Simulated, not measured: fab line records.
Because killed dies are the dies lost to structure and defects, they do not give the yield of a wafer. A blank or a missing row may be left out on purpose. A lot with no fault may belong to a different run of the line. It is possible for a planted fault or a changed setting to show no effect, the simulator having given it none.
fab line records | flow nandHarc
record lots=5 wafers=15 lastDay=33
route steps=1302 shown A_CHANNEL_HOLE_D2@600 A_CHANNEL_FILL_D2@610
lots that met no fault: taken from a fault-free run of the same line
startH: hours from the record's opening day to when the first of the lot's shown wafers began | waitH: how many hours have passed since the lot's step before this one | " the same as in the row above | L1.1+2: a single row standing in for several wafers | - no value, or no start given | * or withheld: withheld | < > ~ a bound
route shown NAME@n: NAME is a module with steps in the file, n the number in the route of the first one | usual: the fault-free wafers' mean and standard deviation | same: alike in all rows | chamber/n: place in a boat | sites: the reading at each site | _std_site: the values' standard deviation | _edge_site: mean of outer sites minus mean of inner sites | radiusMm: for every site, how far away it sits from the centre of the wafer | mask NAME#n: copy n | behind: the most recent tool/chamber to have shaped the wafer | hold: why the lot went on hold/how many hours it stayed there/how the hold came to an end | device: which transistor (n, p or np) failed to switch | end of line: at the end of the route, the tests of the same wafers | for a step that has no rows: nothing shown but its recipe | killed: the dies lost at the first sort to structure and to defects; this is not the yield of the wafer | map: a wafer's dies, marking killed ones x, the rest . and places with no die _
set.NAME: the run value of the setting; set.NAME@STEP: its run value at that earlier step | model.NAME: the simulator's own value behind a step, which no gauge read
lots at selected steps of the route; one table per step, one row per wafer
services: a tool's chamber out of use, with start hour (startH, from the record's first day; less than 0 if before it), hours out, and reason
## steps
# step NHARC_A_CHANNEL_HOLE_D2_STRIP_41
# recipe n2FlowSccm=150 h2FlowSccm=150 arFlowSccm=0 biasW=0 chemistry=N2/H2
# step NHARC_A_CHANNEL_HOLE_D2_STRIP_42
# recipe cf4FlowSccm=100 chf3FlowSccm=30 arFlowSccm=0 biasW=0 chemistry=CF4/CHF3
# step NHARC_A_CHANNEL_HOLE_D2_STRIP_43
# recipe o2FlowSccm=400 cosFlowSccm=20 arFlowSccm=0 biasW=0 chemistry=O2/COS
# step NHARC_A_CHANNEL_HOLE_D2_ETCH_44
# recipe targetDepthA=1400 overetchA=140 timeS=77 ionEnergyEv=100 cf4FlowSccm=80 o2FlowSccm=20 arFlowSccm=0 rfW=300 biasW=100 chemistry=CF4/O2
# usual drypumpMotorCurrentA=5.9/0.52 oes_f_703_au=1.000/0.0049 oesProductAu=1.001/0.01 rfVppV=197.6/1.5 showerheadPlenumPTorr=1.33/0.061 throttleValvePct=13.396/0.0087
# columns lot.wafer tool chamber startH waitH drypumpMotorCurrentA oes_f_703_au oesProductAu rfHoursCounterH rfVppV showerheadPlenumPTorr throttleValvePct
L273.2 rieDiel-02 1 307.56 0.1 6.0 1.000 0.997 5 195.9 1.26 13.396
L273.1 " 0 " " 5.6 1.000 0.993 4 197.3 1.29 13.398
L273.5 " 2 " " 6.1 0.993 0.991 - 195.3 1.26 13.411
L280.4 rieDiel-08 1 392.53 0.0 5.2 1.001 0.995 1 200.5 1.41 13.408
L280.1 " 2 " " 6.3 0.995 1.008 2 195.4 1.26 13.416
L280.2 " 0 " " 5.7 0.994 1.008 1 196.8 1.34 13.400
L285.2 rieDiel-08 1 440.44 0.1 5.1 1.003 0.965 3 198.2 1.41 13.389
L285.3 " 2 " " 6.3 1.003 1.007 4 193.8 1.26 13.393
L285.5 " 0 " " 5.7 1.001 0.995 - 199.0 1.34 13.407
L288.2 rieDiel-02 3 459.78 0.1 6.0 0.993 1.007 3 197.8 1.28 13.385
L288.1 " 0 " " 5.6 1.006 1.003 4 197.8 1.29 13.382
L288.5 " 1 " " 6.0 0.998 1.014 - 196.3 1.26 13.400
L292.4 rieDiel-08 3 513.47 0.1 6.8 1.002 1.005 8 199.1 1.38 13.414
L292.3 " 0 " " 5.7 1.000 1.001 6 197.7 1.34 13.391
L292.6 " 2 " " 6.2 1.009 1.023 - 196.6 1.26 13.381
# step NHARC_A_CHANNEL_HOLE_D2_STRIP_28
# recipe o2FlowSccm=500 arFlowSccm=0 biasW=0 chemistry=O2
# usual drypumpMotorCurrentA=5.9/0.52 oesProductAu=1.000/0.01 rfVppV=57.8/0.98 showerheadPlenumPTorr=3.51/0.15 throttleValvePct=17.037/0.009
# columns lot.wafer tool chamber startH waitH drypumpMotorCurrentA oesProductAu rfHoursCounterH rfVppV showerheadPlenumPTorr throttleValvePct
L273.1 rieDiel-02 3 - - 6.0 0.990 6 57.8 3.40 17.022
L273.2 " 1 " " 6.0 1.005 5 56.2 3.34 17.050
L273.5 " 0 " " 5.7 1.000 - 57.2 3.41 17.026
L280.4 rieDiel-08 1 - - 5.2 0.981 1 57.4 3.71 17.020
L280.2 " 2 " " 6.2 1.003 2 58.4 3.34 17.043
L280.1 " 0 " " 5.7 1.006 1 58.5 3.55 17.039
L285.3 rieDiel-08 1 - - 5.2 0.986 3 56.6 3.71 17.035
L285.2 " 2 " " 6.2 1.015 4 56.0 3.34 17.026
L285.5 " 0 " " 5.7 1.018 - 57.2 3.55 17.041
L288.1 rieDiel-02 0 - - 5.7 0.994 4 57.9 3.41 17.021
L288.2 " 1 " " 6.0 1.004 3 58.0 3.33 17.030
L288.5 " 2 " " 6.1 0.980 - 57.1 3.34 17.035
L292.3 rieDiel-08 3 - - 6.8 0.999 8 58.2 3.65 17.026
L292.4 " 2 " " 6.2 1.009 8 58.5 3.34 17.028
L292.6 " 0 " " 5.7 1.007 - 58.3 3.55 17.040
# step NHARC_A_CHANNEL_HOLE_D2_PRECLEAN_29
# recipe timeS=* tempC=50 bathAgeMin=0 chemistry=SC1
# step NHARC_A_CHANNEL_HOLE_D2_SRD_30
# step NHARC_A_CHANNEL_HOLE_D2_CD_MEAS_31
# usual cdNm=90.1/1.5
# columns lot.wafer tool chamber startH waitH cdNm
L273.1 cdSem-01 - 308.35 - 87.4
L273.2 " - " " 91.4
L273.5 " - " " 90.6
L280.1 cdSem-03 - 393.33 - 87.3
L280.2 " - " " 90.9
L280.4 " - " " 89.0
L285.2 cdSem-01 - 441.22 - 89.6
L285.3 " - " " 87.8
L285.5 " - " " 90.2
L288.1 cdSem-03 - 460.56 - 89.6
L288.2 " - " " 93.6
L288.5 " - " " 89.6
L292.3 cdSem-03 - 514.26 - 90.2
L292.4 " - " " 89.1
L292.6 " - " " 89.0
# step NHARC_A_CHANNEL_HOLE_D2_XSEM_32
# recipe landingEnergyEv=35000
# usual botCdNm=74.6/1.6 bowNm=8.56/0.24 tiltDeg=0.07/0.043
# columns lot.wafer tool chamber startH waitH botCdNm bowNm tiltDeg
L273.1 xsem-02 0 308.44 0.1 71.1 8.35 0.02
L273.2 " 0 " " 76.0 8.37 0.02
L273.5 " 0 " " 74.6 8.39 0.02
L280.1 xsem-02 0 393.42 0.1 72.4 8.31 0.10
L280.2 " 0 " " 75.9 8.34 0.10
L280.4 " 0 " " 73.1 8.25 0.10
L285.2 xsem-02 0 441.31 0.1 73.1 9.07 0.04
L285.3 " 0 " " 72.0 9.07 0.04
L285.5 " 0 " " 74.7 9.09 0.04
L288.1 xsem-02 0 460.65 0.1 73.5 9.01 0.07
L288.2 " 0 " " 77.0 8.94 0.06
L288.5 " 0 " " 73.5 8.93 0.06
L292.3 xsem-02 0 514.35 0.1 73.5 8.26 0.02
L292.4 " 0 " " 73.5 8.34 0.02
L292.6 " 0 " " 72.5 8.34 0.02
# step NHARC_A_CHANNEL_HOLE_D2_INSPECT_40
# usual rawDefectCount=319/99
# columns lot.wafer tool chamber startH waitH rawDefectCount
L273.1 defectInspect-01 - 308.54 - 311
L273.2 " - " " 286
L273.5 " - " " 577
L280.1 defectInspect-02 - 393.52 - 245
L280.2 " - " " 142
L280.4 " - " " 205
L285.2 defectInspect-01 - 441.41 - 237
L285.3 " - " " 361
L285.5 " - " " 304
L288.1 defectInspect-01 - 460.75 - 173
L288.2 " - " " 264
L288.5 " - " " 271
L292.3 defectInspect-02 - 514.44 - 436
L292.4 " - " " 480
L292.6 " - " " 539
# step NHARC_A_CHANNEL_FILL_D2_PRECLEAN_00
# recipe timeS=* tempC=50 bathAgeMin=0 chemistry=SC1
# step NHARC_A_CHANNEL_FILL_D2_SRD_01
# step NHARC_A_CHANNEL_FILL_D2_ALD_02
# recipe targetThkA=60 pulseTimeS=10 aldCycles=60 tempC=300 material=SiO2
# usual aldCycles=60/0 heaterPowerW=488/44 precursorPulseHeightRel=0.997/0.019
# columns lot.wafer tool chamber startH waitH aldCycles heaterPowerW precursorPulseHeightRel
L273.2 aldHk-03 1 308.81 - 60 471 1.015
L273.1 " 3 " " 60 542 0.992
L273.5 " 1 " " 60 494 1.012
L280.1 aldHk-02 2 393.71 - 60 431 0.970
L280.4 " 3 " " 60 441 1.009
L280.2 " 1 " " 60 433 0.981
L285.2 aldHk-03 2 441.67 - 69 443 1.001
L285.3 " 3 " " 60 571 0.988
L285.5 " 2 " " 60 449 1.030
L288.2 aldHk-04 0 460.95 - 60 484 1.012
L288.1 " 2 " " 60 530 0.996
L288.5 " 1 " " 60 478 1.021
L292.3 aldHk-02 1 514.70 - 60 436 1.039
L292.4 " 2 " " 60 422 0.961
L292.6 " 0 " " 60 526 1.028
# step NHARC_A_CHANNEL_FILL_D2_ALD_03
# recipe targetThkA=60 pulseTimeS=60 aldCycles=58 tempC=630 pressureTorr=2 material=SiNx
# usual aldCycles=58/0 precursorPulseHeightRel=0.998/0.02
# columns lot.wafer tool chamber startH waitH aldCycles precursorPulseHeightRel
L273.1 aldSinBatch-01 0 - - 58 0.999
L273.2 " 0 " " 58 1.026
L273.5 " 0 " " 58 0.984
L280.1 aldSinBatch-01 0 - - 58 1.020
L280.2 " 0 " " 58 0.990
L280.4 " 0 " " 58 0.996
L285.2 aldSinBatch-02 0 - - 58 0.984
L285.3 " 0 " " 58 0.983
L285.5 " 0 " " 58 0.985
L288.1 aldSinBatch-03 0 - - 58 1.020
L288.2 " 0 " " 58 1.022
L288.5 " 0 " " 58 1.020
L292.3 aldSinBatch-03 0 - - 58 0.981
L292.4 " 0 " " 58 1.004
L292.6 " 0 " " 58 1.004
## services
# columns tool chamber startH hours kind
rieDiel-08 0 297.94 - clean
rieDiel-08 1 297.94 - clean
rieDiel-08 2 297.94 - clean
rieDiel-08 3 297.94 - clean
rieDiel-08 0 322.44 - clean
rieDiel-08 1 322.44 - clean
rieDiel-08 2 322.44 - clean
rieDiel-08 3 322.44 - clean
rieDiel-08 3 330.01 16.1 repair
rieDiel-08 0 346.94 - clean
rieDiel-08 1 346.94 - clean
rieDiel-08 2 346.94 - clean
rieDiel-08 3 346.94 - clean
aldHk-02 - 348.00 10.0 pm
rieDiel-02 1 358.99 4.1 repair
rieDiel-08 - 367.94 9.0 pm
rieDiel-08 0 367.94 9.0 ventCycle
rieDiel-08 1 367.94 9.0 ventCycle
rieDiel-02 - 393.70 9.0 pm
aldHk-03 - 396.21 10.0 pm
rieDiel-02 3 427.35 5.1 repair
aldHk-04 - 439.13 10.0 pm
aldSinBatch-01 - 506.00 26.0 pm
rieDiel-02 - 517.84 0.4 repair
## key
firstSign step=NHARC_A_CHANNEL_FILL_D2_ALD_02 reading=aldCycles direction=up sigmas=99+ usual=60 struck=69
effect none on later readings
metAt NHARC_A_CHANNEL_FILL_D2_ALD_02
struckWafers L285.2
testerLeftOut L285
onsetBetween 308.81 441.67
fault kind=processParameterDrift tool=aldHk-03 chamber=- onsetH=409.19 steps=NHARC_A_CHANNEL_FILL_D2_ALD_02 channel=aldCycles offset=9 shape=step endH=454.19 scope=struckWafersOnly actsIn=theseRecipesOnly stated=60
# testerLeftOut: of these lots the tester's yield and bins aren't shown, on N5 and GAA mostly nor the transistor test; their killed dies are dies lost to structure and defects alone, not to doping, threshold or leakage, so they don't give the yield
